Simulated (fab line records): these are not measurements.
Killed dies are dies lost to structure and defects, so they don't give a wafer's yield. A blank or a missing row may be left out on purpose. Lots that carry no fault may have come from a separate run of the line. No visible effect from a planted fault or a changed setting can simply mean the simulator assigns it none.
The tool behind it: which one? -- flow nandHarc -- 24 lots, 72 wafers sampled, at 2 steps of a route of 1302

WHAT THE GAUGES SHOWED, per wafer
NHARC_A_ONON_D2_THK_MEAS_11: measures by ellipsometry. Usual: 999 nm for thkNm, sd 13.
lot,measured,on,thkNm (nm),flag
L074,day 12 19:21,filmMetro-02,1012 1012 1011,
L075,day 12 19:23,filmMetro-01,1006 1007 1007,
L076,day 13 17:05,filmMetro-02,992 992 991,
L077,day 14 01:38,filmMetro-01,1008 1005 1006,
L078,day 14 12:40,filmMetro-02,998 999 997,
L079,day 14 20:20,filmMetro-01,1008 1008 1006,
L080,day 14 20:31,filmMetro-02,998 997 998,
L081,day 14 20:20,filmMetro-02,1025 1025 1024,
L082,day 15 22:19,filmMetro-01,996 998 997,
L084,day 16 17:54,filmMetro-01,989 988 989,
L083,day 16 17:41,filmMetro-01,991 991 991,
L085,day 16 20:50,filmMetro-01,1011 1011 1008,
L086,day 17 10:25,filmMetro-02,978 980 979,
L088,day 18 08:03,filmMetro-02,1007 1006 1006,
L087,day 18 07:56,filmMetro-01,978 978 976,
L090,day 19 05:58,filmMetro-02,1010 1010 1009,
L089,day 19 05:47,filmMetro-01,992 990 991,
L091,day 19 18:43,filmMetro-01,992 990 991,
L092,day 20 12:58,filmMetro-01,996 995 995,
L093,day 20 13:02,filmMetro-02,998 997 1000,
L094,day 21 08:52,filmMetro-01,992 992 990,
L095,day 21 09:04,filmMetro-02,1028 1030 1027,
L097,day 21 22:06,filmMetro-01,972 972 973,
L096,day 21 22:15,filmMetro-02,1009 1008 1010,

WHAT TOOL EACH LOT RAN ON (gives the tool, then ch and the chambers of the sampled wafers, and finally the start)
lot,NHARC_A_CHANNEL_FILL_D1_CMP_10
L074,"cmp-04 ch 0,1,3, day 11 04:34"
L075,"cmp-01 ch 0,1,2, day 11 04:34"
L076,"cmp-04 ch 1,2,3, day 11 21:36"
L077,"cmp-04 ch 0,3, day 12 09:37"
L078,"cmp-04 ch 1,2, day 12 15:26"
L079,"cmp-04 ch 1,2,3, day 13 03:51"
L080,"cmp-04 ch 1,2, day 13 06:35"
L081,"cmp-01 ch 1,2,3, day 13 06:35"
L082,"cmp-01 ch 1,2,3, day 14 04:16"
L084,"cmp-04 ch 0,2,3, day 14 22:23"
L083,"cmp-01 ch 0,1,2, day 14 22:26"
L085,"cmp-04 ch 0,2, day 15 07:02"
L086,"cmp-03 ch 0,1,2, day 15 20:08"
L088,"cmp-03 ch 0,1,3, day 16 19:04"
L087,"cmp-01 ch 0,1, day 16 19:05"
L090,"cmp-03 ch 1,2,3, day 17 14:44"
L089,"cmp-01 ch 0,1,3, day 17 14:51"
L091,"cmp-03 ch 0,2, day 18 04:53"
L092,"cmp-04 ch 2,3, day 18 20:37"
L093,"cmp-03 ch 0,1,3, day 19 01:01"
L094,"cmp-03 ch 0,1,2, day 19 07:25"
L095,"cmp-01 ch 0,1,2, day 19 16:07"
L097,"cmp-04 ch 0,2,3, day 20 02:31"
L096,"cmp-01 ch 0,3, day 20 02:32"
- NHARC_A_CHANNEL_FILL_D1_CMP_10: polishes, target thk 150 nm.

AS READ BY THE TOOLS THEMSELVES (means over the sampled wafers that have a number; for cases with no such wafer, the mark the record gives instead)
NHARC_A_CHANNEL_FILL_D1_CMP_10. Usual: motorCurrentA 12.5 A, standard deviation 1.1; timeToEndpointS 13.9 s, standard deviation 2.3.
lot,tool,motorCurrentA (A),timeToEndpointS (s),flag
L074,cmp-04,12.7,12.7,
L075,cmp-01,13.8,13.8,
L076,cmp-04,12.6,12.0,
L077,cmp-04,12.3,13.3,
L078,cmp-04,12.3,14.1,
L079,cmp-04,12.6,16.6,
L080,cmp-04,12.4,10.3,
L081,cmp-01,12.7,14.2,
L082,cmp-01,13.1,12.2,
L084,cmp-04,12.2,15.9,
L083,cmp-01,13.5,10.7,
L085,cmp-04,11.9,14.4,
L086,cmp-03,12.2,15.4,
L088,cmp-03,13.1,18.1,
L087,cmp-01,13.0,14.3,
L090,cmp-03,12.8,15.2,
L089,cmp-01,12.6,13.7,
L091,cmp-03,11.1,16.6,
L092,cmp-04,12.4,11.8,
L093,cmp-03,13.4,15.4,
L094,cmp-03,12.1,15.9,
L095,cmp-01,13.1,13.0,
L097,cmp-04,12.3,14.7,
L096,cmp-01,11.6,14.2,

THE ANSWER, worked out from the rows above alone
Rule: a lot is off if the mean of its wafers that have a number lies more than 3 standard deviations from the usual mean. Also off: a lot with no number at a reading for which 4 or more lots have one. The other lots that the step has rows for count as sound. First the gauges in route order, then the tools' own readings, where a lot's mean is used as printed above. At the first step where some lot is off, the reading lying furthest off is the one used; lots without a number count as furthest.
Nothing can be told from this: no lot is off at any reading shown.

WHAT HAD BEEN PUT IN BY THE SIMULATOR
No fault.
